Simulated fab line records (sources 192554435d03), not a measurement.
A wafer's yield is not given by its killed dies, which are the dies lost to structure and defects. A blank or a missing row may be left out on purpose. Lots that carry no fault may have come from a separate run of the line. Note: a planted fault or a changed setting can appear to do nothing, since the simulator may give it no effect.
Matching of chambers | flow n5Finfet | N5_HKMG_FIN_DESCUM_17 on rieDiel-04 has 4 sister chambers
The step chemistry O2, time 7.9 s. 8 wafers are shown with their chamber, then 8 later ones without.

## WAFERS PAIRED WITH THEIR CHAMBERS
wafer  | chamber | showerheadPlenumPTorr (Torr) | oesProductAu (a.u.)
L850.6 | 2       | 2.09                         | 0.78
L860.2 | 2       | 2.08                         | 0.77
L860.4 | 0       | 2.17                         | 0.72
L863.1 | 0       | 2.17                         | 0.71
L863.4 | 1       | 2.15                         | 0.68
L866.2 | 1       | 2.15                         | 0.67
L866.6 | 3       | 2.08                         | 0.75
L868.3 | 3       | 2.08                         | 0.74

## WAFERS WITHOUT THEIR CHAMBER
wafer  | showerheadPlenumPTorr (Torr) | oesProductAu (a.u.)
L868.4 | 2.16                         | 0.71
L868.6 | 2.08                         | 0.74
L872.2 | 2.07                         | 0.74
L872.3 | 2.07                         | 0.74
L872.6 | 2.16                         | 0.70
L871.3 | 2.07                         | 0.74
L871.4 | 2.15                         | 1.02
L871.6 | 2.15                         | 1.01

## CHAMBER TAKEN BY EACH
wafer  | from the rows above     | in truth
L868.4 | 0                       | 0
L868.6 | 3                       | 3
L872.2 | 3                       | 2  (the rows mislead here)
L872.3 | 3                       | 3
L872.6 | can't be placed: 0 or 1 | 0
L871.3 | 3                       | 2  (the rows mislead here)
L871.4 | 2                       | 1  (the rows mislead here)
L871.6 | 2                       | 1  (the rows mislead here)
Correct placement for 3 of the 8. Can't be placed from these rows: 1 (the true chamber is among the candidates in 1). 4 placed wrongly.
How it was worked out, from the rows above alone: a wafer's distance from a chamber is the root of the sum, over the readings, of the square of ((its reading less the chamber's mean) divided by the reading's scatter). If the next closest chamber is less than 2 further off than the closest, the wafer can't be placed; otherwise it belongs to the closest. The mean given for a chamber averages the wafers shown for that chamber. The scatter: the root of (the sum of the squares of (reading less its chamber's mean) over the shown wafers, divided by (wafers less chambers)).
